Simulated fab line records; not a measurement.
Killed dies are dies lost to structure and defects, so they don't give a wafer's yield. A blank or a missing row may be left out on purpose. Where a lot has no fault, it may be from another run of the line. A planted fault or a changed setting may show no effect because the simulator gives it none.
fab line records ; flow n5-finfet
[record] lots = 4; wafers = 12; last-day = 17
route steps=1938 shown BEOL_M4@1093 BEOL_M5@1112 PASSIVATION@1936
lots that met no fault: taken from a fault-free run of the same line
start-h: hours from the record's opening day to when the first of the lot's shown wafers began ; wait-h: hours elapsed since this lot's preceding step ; " identical to the entry in the row above ; L1.1+2: a row that stands for several wafers ; - no value, or no start given ; * or withheld: withheld ; < > ~ a bound
route shown NAME@n: a module of which the file shows steps, and the number in the route of the first ; usual: mean and standard deviation over wafers with no fault ; same: alike in all rows ; chamber/n: place in a boat ; sites: per-site readings ; _std_site: standard deviation of those values ; _edge_site: inner sites' mean taken away from outer sites' mean ; radius-mm: for every site, how far away it sits from the centre of the wafer ; mask NAME#n: copy n ; behind: the last tool/chamber to shape the wafer ; hold: the reason the lot was held/the length of the hold in hours/how it ended ; device: names the non-switching transistor (n, p or np) ; end of line: tests of these same wafers at the route's end ; where a step has no rows: the recipe by itself ; killed: not the wafer's yield, but the dies lost to structure and defects at the first sort ; map: per-die view of a wafer (x killed, . not killed, _ where there is no die)
set.NAME: the setting the step ran with; set.NAME@STEP: the setting that earlier step ran with ; model.NAME: the simulator's own value behind a step, which no gauge read
lots at some steps of the route; a table a step, a row a wafer
[[steps]]
[step N5_BEOL_M4_ANNEAL_89]
[recipe] temp-c = 400; time-s = 240; ambient = vacuum
[step N5_BEOL_M4_SPUTTER_90]
[recipe] material = Cu; target-thk-a = 45; temp-c = -20; chamber-pressure-pa = 0.07; power-w = withheld; time-s = 8.29
[step N5_BEOL_M4_ANNEAL_91]
[recipe] temp-c = 400; time-s = 240; ambient = vacuum
[step N5_BEOL_M4_SPUTTER_92]
[recipe] material = Cu; target-thk-a = 45; temp-c = -20; chamber-pressure-pa = 0.07; power-w = withheld; time-s = 8.29
[step N5_BEOL_M4_ANNEAL_93]
[recipe] temp-c = 400; time-s = 240; ambient = vacuum
[step N5_BEOL_M4_SPUTTER_94]
[recipe] material = Cu; target-thk-a = 45; temp-c = -20; chamber-pressure-pa = 0.07; power-w = withheld; time-s = 8.29
[step N5_BEOL_M4_ANNEAL_95]
[recipe] temp-c = 400; time-s = 240; ambient = vacuum
[step N5_BEOL_M4_SPUTTER_96]
[recipe] material = Cu; target-thk-a = 45; temp-c = -20; chamber-pressure-pa = 0.07; power-w = withheld; time-s = 8.29
[step N5_BEOL_M4_ECD_50]
[recipe] material = Cu; target-thk-a = 3000
[step N5_BEOL_M4_ANNEAL_51]
[recipe] temp-c = 225; time-s = 90; ambient = N2
[step N5_BEOL_M4_CMP_52]
[recipe] stop-on = SiOC; t-overpolish-s = 6.8; down-force-psi = 1; platen-rpm = 50; clearing-platen-down-force-psi = 1.5; clearing-platen-rpm = 50; post-cmp-clean = cu-alkaline; target-thk-nm = 40; clearing-platen-pad-velocity-m-s = 0.99484; pad-velocity-m-s = 0.99484
[step N5_BEOL_M4_PRE_CLEAN_60]
[recipe] gas = NH3/H2; time-s = 15; temp-c = *; rf-power-w = 300
[usual] heater-power-w = 79/12
[same] time-s = 15
lot.wafer;tool;chamber;start-h;wait-h;heater-power-w
L511.1;cvd-co-01;2;194.76;0.0;73
L511.3;cvd-co-01;0;194.76;0.0;69
L511.4;cvd-co-01;1;194.76;0.0;70
L521.2;cvd-co-01;1;244.93;0.1;70
L521.4;cvd-co-01;0;244.93;0.1;69
L521.6;cvd-co-01;2;244.93;0.1;74
L522.1;cvd-co-01;2;267.24;0.0;75
L522.2;cvd-co-01;1;267.24;0.0;71
L522.6;cvd-co-01;2;267.24;0.0;75
L531.3;cvd-co-02;1;297.01;0.0;104
L531.4;cvd-co-02;2;297.01;0.0;73
L531.5;cvd-co-02;0;297.01;0.0;84
[step N5_BEOL_M4_CO_CAP_55]
[recipe] material = Co; target-thk-a = 20; temp-c = 200; precursor = CCTBA/H2; pressure-torr = 30; time-s = 102.1
[step N5_BEOL_M4_PRE_CLEAN_56]
[recipe] gas = NH3; time-s = 15; temp-c = withheld; rf-power-w = 300
[step N5_BEOL_M4_DEP_57]
[recipe] material = SiCN; target-thk-a = 80; temp-c = withheld; precursor = 3MS/NH3; pressure-torr = 3; rf-w = 202; time-s = 14
[step N5_BEOL_M4_INSPECT_59]
[recipe] inspect-instrument = darkfield; mode = post-dep
[usual] raw-defect-count = 67/22
lot.wafer;tool;chamber;start-h;wait-h;raw-defect-count
L511.1;defect-inspect-01;-;195.02;0.0;40
L511.3;defect-inspect-01;-;195.02;0.0;46
L511.4;defect-inspect-01;-;195.02;0.0;84
L521.2;defect-inspect-02;-;245.21;0.0;1184
L521.4;defect-inspect-02;-;245.21;0.0;1250
L521.6;defect-inspect-02;-;245.21;0.0;1127
L522.1;defect-inspect-01;-;267.49;0.0;1131
L522.2;defect-inspect-01;-;267.49;0.0;1107
L522.6;defect-inspect-01;-;267.49;0.0;1095
L531.3;defect-inspect-01;-;297.27;0.0;74
L531.4;defect-inspect-01;-;297.27;0.0;69
L531.5;defect-inspect-01;-;297.27;0.0;72
[step N5_BEOL_M4_RC_MEAS_101]
[usual] DIBL_N = 35.3/2.5; DIBL_P = 35/3.3; IOFF_N = 0.15/0.049; IOFF_P = 0.20/0.056; ION_N = 673/16; ION_P = 462/10; SS_N = 71.2/0.85; SS_P = 73.0/0.97; VT_N = 252/4.9; VT_P = -251/5
lot.wafer;tool;chamber;start-h;wait-h;DIBL_N[mV/V];DIBL_P[mV/V];IOFF_N[nA/um];IOFF_P[nA/um];ION_N[uA/um];ION_P[uA/um];SS_N[mV/dec];SS_P[mV/dec];VT_N[mV];VT_P[mV]
L511.1;prober-02;0;195.05;0.0;37.0;35;0.15;0.17;672;455;71.0;73.1;253;-253
L511.3;prober-02;0;195.05;0.0;32.1;31;0.09;0.13;646;444;70.0;71.6;257;-255
L511.4;prober-02;0;195.05;0.0;39.0;39;0.20;0.24;688;471;71.6;73.3;248;-252
L521.2;prober-02;0;245.39;0.2;34.1;34;0.12;0.16;660;451;70.8;72.9;254;-253
L521.4;prober-02;0;245.39;0.2;33.9;33;0.11;0.15;647;444;71.1;72.8;255;-255
L521.6;prober-02;0;245.39;0.2;33.5;33;0.11;0.14;670;456;71.1;72.7;258;-252
L522.1;prober-02;0;267.52;0.0;42.3;44;0.34;0.37;707;477;73.0;75.4;240;-241
L522.2;prober-02;0;267.52;0.0;37.7;40;0.22;0.26;684;466;71.8;74.4;245;-248
L522.6;prober-02;0;267.52;0.0;35.5;37;0.17;0.21;680;463;72.0;73.5;249;-251
L531.3;prober-02;0;297.61;0.3;33.5;34;0.12;0.15;659;454;71.2;73.8;255;-255
L531.4;prober-02;0;297.61;0.3;31.9;32;0.10;0.13;647;452;70.2;72.1;258;-258
L531.5;prober-02;0;297.61;0.3;31.8;31;0.10;0.13;655;452;69.8;71.9;259;-259
[step N5_BEOL_M5_ILD_DEP_00]
[recipe] material = SiCOH_lowk; target-thk-a = 1406.4; temp-c = 300; precursor = DEMS/porogen; pressure-torr = 5; rf-w = 500; time-s = 25.9
[step N5_BEOL_M5_CURE_79]
[recipe] temp-c = 385; time-s = 240; ambient = He/Ar; material = SiCOH_lowk
[step N5_BEOL_M5_PECVD_70]
[recipe] material = SiO2; target-thk-a = 160; temp-c = 400; precursor = TEOS/O2; pressure-torr = 5.5; rf-w = 450; teos-flow-sccm = 53.8; gas = O2; flow-sccm = 3000; time-s = 18
[step N5_BEOL_M5_HM_DEP_02]
[recipe] material = TiN; target-thk-a = 200; temp-c = 25; chamber-pressure-pa = 0.49996
[step N5_BEOL_M5_COAT_59]
[recipe] resist = SOC; temp-c = 250; time-s = 60; spin-rpm = 1500; resist-thk-nm = 60
[step N5_BEOL_M5_COAT_60]
[recipe] resist = SiARC; temp-c = 220; time-s = 60; spin-rpm = 1500; resist-thk-nm = 12
[step N5_BEOL_M5_COAT_71]
[recipe] resist = underlayer; temp-c = 205; time-s = 60; spin-rpm = 1500; resist-thk-nm = 5
[step N5_BEOL_M5_COAT_05]
[recipe] resist = CAR-EUV; spin-rpm = 1500; resist-thk-nm = 30
[step N5_BEOL_M5_EBR_07]
[recipe] solvent = PGMEA; ebr-width-mm = 1.5
[step N5_BEOL_M5_SOFTBAKE_06]
[recipe] temp-c = 110; time-s = 60; resist = CAR-EUV
[step N5_BEOL_M5_EXPOSE_08]
[recipe] mask-id = M5; na = 0.33; source-shape = annular; sigma-inner = 0.4; sigma-outer = 0.8; polarization = unpolarized; target-cd-nm = 28; dose-mj = 35.75
[step N5_BEOL_M5_PEB_09]
[recipe] peb-temp-c = 100; peb-time-s = 60; resist = CAR-EUV
[step N5_BEOL_M5_DEVELOP_10]
[recipe] develop-time-s = 30; developer = TMAH; resist = CAR-EUV; rinse-liquid = surfactant-rinse; dry = air-spin; dev-temp-c = 23
[step N5_BEOL_M5_INSPECT_13]
[recipe] mode = adi; inspect-instrument = brightfield
[usual] raw-defect-count = 379/110
lot.wafer;tool;chamber;start-h;wait-h;raw-defect-count
L511.1;defect-inspect-01;-;198.17;0.1;637
L511.3;defect-inspect-01;-;198.17;0.1;393
L511.4;defect-inspect-01;-;198.17;0.1;751
L521.2;defect-inspect-02;-;249.93;0.1;1553
L521.4;defect-inspect-02;-;249.93;0.1;1578
L521.6;defect-inspect-02;-;249.93;0.1;1398
L522.1;defect-inspect-01;-;270.03;0.1;1400
L522.2;defect-inspect-01;-;270.03;0.1;1327
L522.6;defect-inspect-01;-;270.03;0.1;1293
L531.3;defect-inspect-02;-;300.03;0.0;492
L531.4;defect-inspect-02;-;300.03;0.0;381
L531.5;defect-inspect-02;-;300.03;0.0;444
[step N5_BEOL_M5_DESCUM_16]
[recipe] chemistry = O2; time-s = 7; source-power-w = 50; bias-power-w = 20; pressure-mtorr = 20; rf-frequency-hz = 2.712e+07; temp-c = 40; resist = CAR-EUV; o2-flow-sccm = 225
[step N5_PASSIVATION_PROBE_49]
[usual] defect-limited-yield = 91.3/1.4; killed_at_M0_to_M3 = 33/9.9; killed_at_M4_up = 15/5.6; killed-at-contacts = 13/5.7; killed-at-front-end = 38/12; killed-at-other = 4/3.1; killed-dies = 103/17; killed-on-rim = 13/4; killed-open = 66/13; killed-short = 32/7.8; sort_bin_4_leakage = 0.02/0.16; sort_bin_5_function = 5.1/0.95; sort_bin_6_memory = 3.2/0.68; sort-n-pass = 1077/17; sort-yield-pct = 91.3/1.5
[same] gross-dies = 1180; killed-at-back-side = 0; sort_bin_8_speed[%] = 0
lot.wafer;tool;chamber;start-h;wait-h;defect-limited-yield[%];killed_at_M0_to_M3;killed_at_M4_up;killed-at-contacts;killed-at-front-end;killed-at-other;killed-dies;killed-on-rim;killed-open;killed-short;sort_bin_4_leakage[%];sort_bin_5_function[%];sort_bin_6_memory[%];sort-n-pass;sort-yield-pct[%]
L511.1;prober-02;-;299.44;0.0;90.1;49;16;13;37;2;117;14;74;40;0;6.0;3.9;1063;90.1
L511.3;prober-02;-;299.54;0.1;92.8;36;10;6;31;2;85;7;63;21;0;4.8;1.8;1095;92.8
L511.4;prober-02;-;299.59;0.2;91.0;41;18;11;33;3;106;15;73;33;0;5.3;3.3;1074;91.0
L521.2;prober-01;-;356.44;0.1;86.8;46;52;21;36;1;156;32;78;37;0;7.5;4.7;1024;86.8
L521.4;prober-01;-;356.54;0.2;85.7;34;73;22;33;7;169;30;75;29;0;8.9;3.5;1011;85.7
L521.6;prober-01;-;356.64;0.3;84.0;42;96;14;33;4;189;29;70;26;0;9.4;3.6;991;84.0
L522.1;prober-02;-;371.59;0.0;80.0;54;110;11;60;1;236;39;97;46;1.44;11.8;5.3;927;78.6
L522.2;prober-02;-;371.64;0.1;86.1;41;50;13;57;3;164;41;84;36;0;8.7;3.3;1016;86.1
L522.6;prober-02;-;371.84;0.3;83.0;29;106;24;40;2;201;28;72;38;0;9.7;4.3;979;83.0
L531.3;prober-02;-;406.25;0.1;93.1;25;11;15;23;7;81;13;60;16;0;3.8;2.7;1099;93.1
L531.4;prober-02;-;406.30;0.2;93.9;19;17;12;22;2;72;6;40;29;0;3.1;2.5;1108;93.9
L531.5;prober-02;-;406.35;0.2;92.8;22;13;13;36;1;85;16;48;33;0;4.7;2.3;1095;92.8
// killed by level:class
L511.1 FIN_SAQP:geometric-particle:short=15 BEOL_M0_SAQP:geometric-particle:open=13 MOL_CONTACT_COAG:geometric-particle:open=12 BEOL_M0_SAQP:geometric-particle:short=10 BEOL_M2:geometric-particle:open=7 BEOL_M3:geometric-particle:open=7 BEOL_M1:geometric-particle:open=5 BEOL_M4:geometric-particle:open=5
L511.3 BEOL_M2:geometric-particle:open=10 BEOL_M3:geometric-particle:open=9 BEOL_M1:geometric-particle:open=7 STI_FIN_REVEAL:geometric-particle:open=5 BEOL_M4:geometric-particle:open=5 FIN_SAQP:geometric-particle:open=4 DUMMY_GATE:geometric-particle:open=4 ILD0:geometric-particle:short=4
L511.4 BEOL_M0_SAQP:geometric-particle:open=11 FIN_SAQP:geometric-particle:short=10 BEOL_M5:geometric-particle:open=10 MOL_CONTACT_COAG:geometric-particle:open=9 BEOL_M2:geometric-particle:open=8 DUMMY_GATE:geometric-particle:open=7 BEOL_M1:geometric-particle:open=7 FIN_SAQP:geometric-particle:open=4
L521.2 BEOL_M4:unspecified=40 MOL_CONTACT_COAG:geometric-particle:open=14 BEOL_M1:geometric-particle:open=14 FIN_SAQP:geometric-particle:open=8 STI_FIN_REVEAL:geometric-particle:open=8 BEOL_M0_SAQP:geometric-particle:open=7 MOL_CONTACT_COAG:geometric-particle:short=7 BEOL_M0_SAQP:geometric-particle:short=7
L521.4 BEOL_M4:unspecified=60 MOL_CONTACT_COAG:geometric-particle:open=17 BEOL_M3:geometric-particle:open=10 BEOL_M1:geometric-particle:open=8 FIN_SAQP:geometric-particle:open=7 STI_FIN_REVEAL:geometric-particle:open=7 FIN_SAQP:geometric-particle:short=6 STARTING-WAFER:geometric-particle:short=5
L521.6 BEOL_M4:unspecified=88 BEOL_M2:geometric-particle:open=17 MOL_CONTACT_COAG:geometric-particle:open=12 BEOL_M0_SAQP:geometric-particle:open=7 FIN_SAQP:geometric-particle:open=6 GATE_CUT:geometric-particle:short=6 BEOL_M3:geometric-particle:open=5 STI_FIN_REVEAL:geometric-particle:open=4
L522.1 BEOL_M4:unspecified=91 BEOL_M0_SAQP:geometric-particle:short=21 BEOL_M0_SAQP:geometric-particle:open=20 FIN_SAQP:geometric-particle:open=19 STI_FIN_REVEAL:geometric-particle:open=14 BEOL_M4:geometric-particle:open=11 BEOL_M2:geometric-particle:open=8 MOL_CONTACT_COAG:geometric-particle:open=7
L522.2 BEOL_M4:unspecified=38 STI_FIN_REVEAL:geometric-particle:open=22 BEOL_M0_SAQP:geometric-particle:open=18 MOL_CONTACT_COAG:geometric-particle:open=11 BEOL_M0_SAQP:geometric-particle:short=11 FIN_SAQP:geometric-particle:open=8 STI_FIN_REVEAL:geometric-particle:short=5 GATE_CUT:geometric-particle:short=5
L522.6 BEOL_M4:unspecified=89 MOL_CONTACT_COAG:geometric-particle:open=19 BEOL_M0_SAQP:geometric-particle:open=12 BEOL_M0_SAQP:geometric-particle:short=8 FIN_SAQP:geometric-particle:open=6 BEOL_M4:geometric-particle:open=6 FIN_SAQP:geometric-particle:short=5 STI_FIN_REVEAL:geometric-particle:open=5
L531.3 MOL_CONTACT_COAG:geometric-particle:open=13 STI_FIN_REVEAL:geometric-particle:open=9 BEOL_M2:geometric-particle:open=9 BEOL_M4:geometric-particle:open=8 BEOL_M1:geometric-particle:open=7 MIM_TOP:geometric-particle:short=4 BEOL_M0_SAQP:geometric-particle:open=3 BEOL_M6:geometric-particle:open=3
L531.4 BEOL_M2:geometric-particle:open=7 MOL_CONTACT_COAG:geometric-particle:open=7 GATE_CUT:geometric-particle:short=6 FIN_SAQP:geometric-particle:short=5 MOL_CONTACT_COAG:geometric-particle:short=5 BEOL_M0_SAQP:geometric-particle:short=4 BEOL_M5:geometric-particle:open=4 STI_FIN_REVEAL:geometric-particle:open=3
L531.5 MOL_CONTACT_COAG:geometric-particle:open=10 FIN_SAQP:geometric-particle:open=7 STI_FIN_REVEAL:geometric-particle:open=6 BEOL_M2:geometric-particle:open=6 STARTING-WAFER:geometric-particle:short=5 FIN_SAQP:geometric-particle:short=4 BEOL_M0_SAQP:geometric-particle:short=4 BEOL_M0_SAQP:geometric-particle:open=4
// map L521.6 (x killed, . not)
_________________.....x......________________
______________.................._____________
___________...xx...................__________
__________...x................x....._________
________........x....................._______
_______................................______
______.....x...................x........_____
_____x...................................____
____................x..........xx......x..___
___...........x...................x..x.....__
___xx..........x........x...x..............__
__x.x.xx.....................x.............._
__xxxxxxx......x..xx...................x...._
_xxxxxxxxx............................x......
_xxxxxxxx.xx.x....x........x...........xxx...
_xxxxxxxxx............x........x.............
_xxxxxxxx.x..............................x...
_xxxxxxxxx.....x.......xx.......x............
_xxxxxxxxx....x...x.........x......x.........
_xxxxxxxx.x..........x..x......x......x.x....
_xxxxxxx.x................x..................
__xxxxxx.x....x..x....x....................._
__xx.x...x.........xxx...................x.._
___..x......................x..............__
___......x...................x.x...x.....x.__
____....x.....x.......x.......x...........___
_____.x....x....x..................x.....____
______...............x.........x.x......_____
_______.........x...........xx........x______
________.x...............x...x..x...xx_______
__________x......x.x............x..._________
___________.............x..x.....x.__________
______________........x........x_____________
_________________.....x......________________
// map L522.1 (x killed, . not)
_________________............________________
______________...x...x.x........_____________
___________........x.x..x.....xx..x__________
__________...x......x..............x_________
________......xx...x......x..........._______
_______xx..x..x.x............x......x.x______
______......x....x.x.............xx....._____
_____...........x..............x........x____
____........x....x.x..............x.......___
___.....................x.x......x.........__
___..................x..x.....x............__
__x.xx.x.x....x.........x...........x...x..._
__xxxx.xx..........x.....x..xxx..x...x...x.x_
_xxxxxxxx..x........................x........
_xxxxxxxxxx...x....xx...x...x.........x..x...
_xxxxxxxxxx.........x...............x......xx
_xxxxxxxxxx..x.......xx.x.x......x...........
_xxxxxxxxxx.....x.x........................x.
_xxxxxxxx.x.....x...........x.....x.........x
_xxxxxxxxx...................xx..............
_xxxxxxxx......x..x.......x....x..........x.x
__xxxxx.x.x....x.x..x.x...........x.....x.x._
__xx..x..........x.x......x...x...x.....x.x._
___x.............................x...x....x__
___...x..x....xx................x...xx.....__
____...x.....................x............___
_____.x.x...................x............____
______................x...x.....xxx....._____
_______.x.....x............x...........______
________.......x.......xx............._______
__________.......x..........x.....x._________
___________.....x...x...........xx.__________
______________..............x..x_____________
_________________.xx.........________________
[[key]]
[first-sign] step = N5_BEOL_M4_INSPECT_59; reading = raw-defect-count; direction = up; sigmas = 48; usual = 67; struck = 1149
[effect] step = N5_BEOL_M5_INSPECT_13; reading = raw-defect-count; direction = up; sigmas = 9.9; usual = 379; struck = 1425
[effect] step = N5_PASSIVATION_PROBE_49; reading = killed_at_M4_up; direction = up; sigmas = 12; usual = 15; struck = 81
[more-kills-born-at] N5_BEOL_M4_PRE_CLEAN_60@cvd-co-01 = 406
met-at N5_BEOL_M4_PRE_CLEAN_60
struck-wafers L521.2,L521.4,L521.6,L522.1,L522.2,L522.6
onset-between 194.76 244.93
[fault] kind = chamber-particle-source; tool = cvd-co-01; chamber = -; onset-h = 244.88; steps = N5_BEOL_M4_PRE_CLEAN_60; rate-per-visit-cm2 = 1.6398; end-h = 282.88
